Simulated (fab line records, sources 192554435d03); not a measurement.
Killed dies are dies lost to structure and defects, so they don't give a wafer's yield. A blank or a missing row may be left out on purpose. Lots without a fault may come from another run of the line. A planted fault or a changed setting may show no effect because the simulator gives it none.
Which tool did it? | flow n5_finfet | 24 lots, 72 wafers sampled, at 4 steps of a route of 1938

WHAT THE GAUGES READ, wafer by wafer
N5_BEOL_M0_RS_MEAS_126: measures by four-point-probe. Usual: M0_RS 0.536 ohm/sq, standard deviation 0.027.
lot  | measured     | on            | M0_RS (ohm/sq)    | flag
L074 | day 6 00:22  | film_metro-02 | 0.532 0.526 0.540 |
L075 | day 6 04:11  | film_metro-02 | 0.565 0.531 0.582 |
L076 | day 6 06:04  | film_metro-01 | 0.536 0.528 0.535 |
L078 | day 6 22:52  | film_metro-01 | 0.531 0.546 0.531 |
L077 | day 6 23:09  | film_metro-01 | 0.539 0.525 0.495 |
L079 | day 7 11:01  | film_metro-01 | 0.506 0.536 0.478 |
L080 | day 7 22:16  | film_metro-02 | 0.584 0.499 0.521 |
L081 | day 7 22:38  | film_metro-02 | 0.575 0.552 0.545 |
L082 | day 8 08:55  | film_metro-01 | 0.540 0.528 0.517 |
L083 | day 8 16:23  | film_metro-02 | 0.544 0.544 0.560 |
L085 | day 8 16:31  | film_metro-02 | 0.559 0.504 0.505 |
L084 | day 8 19:49  | film_metro-01 | 0.553 0.495 0.517 |
L086 | day 9 00:46  | film_metro-01 | 0.551 0.480 0.497 |
L088 | day 9 13:08  | film_metro-01 | 0.540 0.539 0.506 |
L087 | day 9 18:36  | film_metro-01 | 0.548 0.530 0.559 |
L089 | day 10 03:41 | film_metro-01 | 0.521 0.532 0.521 |
L090 | day 10 09:53 | film_metro-01 | 0.585 0.533 0.519 |
L091 | day 10 15:37 | film_metro-02 | 0.586 0.531 0.527 |
L092 | day 11 02:34 | film_metro-02 | 0.590 0.497 0.520 |
L094 | day 11 03:15 | film_metro-02 | 0.582 0.543 0.562 |
L093 | day 11 04:47 | film_metro-01 | 0.550 0.542 0.529 |
L096 | day 11 12:23 | film_metro-01 | 0.573 0.534 0.542 |
L095 | day 11 13:22 | film_metro-02 | 0.500 0.501 0.531 |
L097 | day 11 21:41 | film_metro-02 | 0.517 0.570 0.548 |

WHICH TOOL RAN EACH LOT (tool, then ch and the chambers of the sampled wafers, then the start)
lot  | N5_BEOL_M0_ETCH_109                | N5_BEOL_M0_DEGAS_112         | N5_BEOL_M0_ANNEAL_117
L074 | rie_diel-05 ch 0,3, day 5 20:08    | pvd_sputter-03, day 5 20:25  | pvd_sputter-03, day 5 22:58
L075 | rie_diel-06 ch 0,3, day 6 00:24    | pvd_sputter-01, day 6 00:58  | pvd_sputter-01, day 6 02:08
L076 | rie_diel-06 ch 2,3, day 6 01:08    | pvd_sputter-01, day 6 01:44  | pvd_sputter-03, day 6 04:11
L078 | rie_diel-06 ch 1,2,3, day 6 14:22  | pvd_sputter-03, day 6 19:42  | pvd_sputter-03, day 6 20:59
L077 | rie_diel-06 ch 2,3, day 6 14:30    | pvd_sputter-03, day 6 20:06  | pvd_sputter-03, day 6 21:25
L079 | rie_diel-04 ch 0,1,3, day 7 06:59  | pvd_sputter-01, day 7 07:19  | pvd_sputter-01, day 7 09:41
L080 | rie_diel-05 ch 1,2,3, day 7 19:23  | pvd_sputter-01, day 7 20:11  | pvd_sputter-02, day 7 20:52
L081 | rie_diel-04 ch 0,2,3, day 7 19:43  | pvd_sputter-01, day 7 20:37  | pvd_sputter-01, day 7 21:14
L082 | rie_diel-05 ch 1,2,3, day 8 05:47  | pvd_sputter-01, day 8 06:18  | pvd_sputter-03, day 8 07:34
L083 | rie_diel-06 ch 1,2,3, day 8 13:13  | pvd_sputter-02, day 8 13:59  | pvd_sputter-03, day 8 14:47
L085 | rie_diel-06 ch 0,1,2, day 8 13:21  | pvd_sputter-03, day 8 14:01  | pvd_sputter-02, day 8 14:50
L084 | rie_diel-04 ch 0,1,3, day 8 17:09  | pvd_sputter-03, day 8 17:41  | pvd_sputter-03, day 8 18:29
L086 | rie_diel-05 ch 1,2, day 8 22:04    | pvd_sputter-03, day 8 22:40  | pvd_sputter-03, day 8 23:25
L088 | rie_diel-04 ch 1,2,3, day 9 08:46  | pvd_sputter-01, day 9 09:22  | pvd_sputter-03, day 9 11:46
L087 | rie_diel-04 ch 1,2, day 9 14:47    | pvd_sputter-01, day 9 14:57  | pvd_sputter-02, day 9 17:16
L089 | rie_diel-05 ch 1,2,3, day 9 23:10  | pvd_sputter-01, day 9 23:59  | pvd_sputter-02, day 10 02:20
L090 | rie_diel-06 ch 0,1,2, day 10 05:22 | pvd_sputter-03, day 10 07:23 | pvd_sputter-03, day 10 08:12
L091 | rie_diel-05 ch 0,1,2, day 10 12:31 | pvd_sputter-01, day 10 13:05 | pvd_sputter-01, day 10 14:07
L092 | rie_diel-04 ch 2,3, day 10 22:44   | pvd_sputter-03, day 10 23:07 | pvd_sputter-02, day 11 01:01
L094 | rie_diel-05 ch 0,1, day 10 23:23   | pvd_sputter-01, day 11 01:18 | pvd_sputter-02, day 11 01:55
L093 | rie_diel-05 ch 0,2, day 11 02:15   | pvd_sputter-01, day 11 02:29 | pvd_sputter-01, day 11 03:26
L096 | rie_diel-05 ch 0,1, day 11 09:17   | pvd_sputter-01, day 11 09:34 | pvd_sputter-02, day 11 10:28
L095 | rie_diel-04 ch 0,2,3, day 11 09:22 | pvd_sputter-03, day 11 09:50 | pvd_sputter-03, day 11 12:02
L097 | rie_diel-05 ch 0,2, day 11 18:10   | pvd_sputter-03, day 11 19:24 | pvd_sputter-03, day 11 20:18
- N5_BEOL_M0_ETCH_109: etches SiCN in CH3F/O2, target depth 8 nm, overetch 2.4 nm, time 27.4 s.
- N5_BEOL_M0_DEGAS_112: time 60 s.
- N5_BEOL_M0_ANNEAL_117: time 60 s.

WHAT THE TOOLS THEMSELVES READ (means of the sampled wafers that have a number; where no wafer has one, the mark that the record gives instead)
N5_BEOL_M0_ETCH_109. Usual: drypump_motor_current_A 5.9 A, standard deviation 0.46; oes_product_au 0.68 a.u., standard deviation 0.059; rf_vpp_V 298.4 V, standard deviation 1.6; showerhead_plenum_p_Torr 2.05 Torr, standard deviation 0.065; throttle_valve_pct 16.3 %, standard deviation 0.31.
lot  | tool        | drypump_motor_current_A (A) | oes_product_au (a.u.) | rf_vpp_V (V) | showerhead_plenum_p_Torr (Torr) | throttle_valve_pct (%) | flag
L074 | rie_diel-05 | 6.1                         | 0.75                  | 299.0        | 2.10                            | 15.9                   |
L075 | rie_diel-06 | 5.9                         | 0.65                  | 299.5        | 2.08                            | 16.5                   |
L076 | rie_diel-06 | 5.6                         | 0.60                  | 297.1        | 2.01                            | 16.3                   |
L078 | rie_diel-06 | 5.8                         | 0.65                  | 298.3        | 2.05                            | 16.2                   |
L077 | rie_diel-06 | 5.3                         | 0.63                  | 298.8        | 2.04                            | 16.3                   |
L079 | rie_diel-04 | 5.7                         | 0.69                  | 297.5        | 2.01                            | 16.2                   |
L080 | rie_diel-05 | 5.7                         | 0.65                  | 298.0        | 2.03                            | 16.3                   |
L081 | rie_diel-04 | 5.9                         | 0.71                  | 298.5        | 2.03                            | 16.3                   |
L082 | rie_diel-05 | 5.7                         | 0.67                  | 297.8        | 2.03                            | 16.3                   |
L083 | rie_diel-06 | 5.8                         | 0.73                  | 298.3        | 2.05                            | 16.1                   |
L085 | rie_diel-06 | 6.3                         | 0.73                  | 297.8        | 2.06                            | 16.3                   |
L084 | rie_diel-04 | 5.7                         | 0.67                  | 297.3        | 2.01                            | 16.2                   |
L086 | rie_diel-05 | 5.7                         | 0.65                  | 299.0        | 2.05                            | 16.5                   |
L088 | rie_diel-04 | 6.1                         | 0.65                  | 298.4        | 2.06                            | 16.2                   |
L087 | rie_diel-04 | 6.1                         | 0.65                  | 299.5        | 2.09                            | 16.4                   |
L089 | rie_diel-05 | 5.7                         | 0.65                  | 298.3        | 2.03                            | 16.3                   |
L090 | rie_diel-06 | 6.2                         | 0.70                  | 298.1        | 2.05                            | 16.3                   |
L091 | rie_diel-05 | 5.8                         | 0.68                  | 298.2        | 2.04                            | 16.2                   |
L092 | rie_diel-04 | 6.3                         | 0.69                  | 298.1        | 2.04                            | 16.1                   |
L094 | rie_diel-05 | 6.1                         | 0.69                  | 299.5        | 2.10                            | 16.2                   |
L093 | rie_diel-05 | 5.9                         | 0.73                  | 298.6        | 2.04                            | 15.9                   |
L096 | rie_diel-05 | 6.0                         | 0.65                  | 299.3        | 2.09                            | 16.6                   |
L095 | rie_diel-04 | 5.8                         | 0.69                  | 296.9        | 2.02                            | 16.3                   |
L097 | rie_diel-05 | 5.9                         | 0.71                  | 298.6        | 2.04                            | 16.0                   |

N5_BEOL_M0_DEGAS_112. Usual: heater_power_w 372 W, standard deviation 27.
lot  | tool           | heater_power_w (W) | flag
L074 | pvd_sputter-03 | 367                |
L075 | pvd_sputter-01 | 378                |
L076 | pvd_sputter-01 | 392                |
L078 | pvd_sputter-03 | 386                |
L077 | pvd_sputter-03 | 375                |
L079 | pvd_sputter-01 | 371                |
L080 | pvd_sputter-01 | 386                |
L081 | pvd_sputter-01 | 395                |
L082 | pvd_sputter-01 | 376                |
L083 | pvd_sputter-02 | 338                |
L085 | pvd_sputter-03 | 366                |
L084 | pvd_sputter-03 | 375                |
L086 | pvd_sputter-03 | 341                |
L088 | pvd_sputter-01 | 396                |
L087 | pvd_sputter-01 | 403                |
L089 | pvd_sputter-01 | 380                |
L090 | pvd_sputter-03 | 348                |
L091 | pvd_sputter-01 | 359                |
L092 | pvd_sputter-03 | 362                |
L094 | pvd_sputter-01 | 357                |
L093 | pvd_sputter-01 | 375                |
L096 | pvd_sputter-01 | 385                |
L095 | pvd_sputter-03 | 348                |
L097 | pvd_sputter-03 | 347                |

N5_BEOL_M0_ANNEAL_117. Usual: heater_power_w 896 W, standard deviation 60; susceptor_temp_C_max 401.0, standard deviation 0.46.
lot  | tool           | heater_power_w (W) | susceptor_temp_C_max | flag
L074 | pvd_sputter-03 | 851                | 401.1                |
L075 | pvd_sputter-01 | 981                | 400.6                |
L076 | pvd_sputter-03 | 913                | 401.0                |
L078 | pvd_sputter-03 | 917                | 400.9                |
L077 | pvd_sputter-03 | 931                | 401.2                |
L079 | pvd_sputter-01 | 940                | 401.0                |
L080 | pvd_sputter-02 | 850                | 400.9                |
L081 | pvd_sputter-01 | 926                | 401.3                |
L082 | pvd_sputter-03 | 853                | 401.5                |
L083 | pvd_sputter-03 | 903                | 401.0                |
L085 | pvd_sputter-02 | 847                | 400.7                |
L084 | pvd_sputter-03 | 891                | 400.8                |
L086 | pvd_sputter-03 | 923                | 401.3                |
L088 | pvd_sputter-03 | 954                | 401.5                |
L087 | pvd_sputter-02 | 860                | 400.4                |
L089 | pvd_sputter-02 | 853                | 400.9                |
L090 | pvd_sputter-03 | 904                | 401.0                |
L091 | pvd_sputter-01 | 940                | 401.2                |
L092 | pvd_sputter-02 | 868                | 401.1                |
L094 | pvd_sputter-02 | 849                | 400.8                |
L093 | pvd_sputter-01 | 1017               | 400.7                |
L096 | pvd_sputter-02 | 856                | 400.8                |
L095 | pvd_sputter-03 | 855                | 400.7                |
L097 | pvd_sputter-03 | 969                | 401.0                |

THE ANSWER, worked out from the rows above alone
Rule: a lot is off if the mean of its wafers that have a number lies more than 3 standard deviations from the usual mean. A lot without any number at a reading at which 4 lots or more have one is off too. The other lots that the step has rows for count as sound. The gauges are gone through in route order, then the tools' own readings, and for those a lot's mean is taken as printed above. The first step at which some lot is off is used, and at that step the reading that is off furthest; a lot without a number counts as furthest.
No lot is off at any reading shown: from this, nothing can be told.

WHAT THE SIMULATOR HAD PUT IN
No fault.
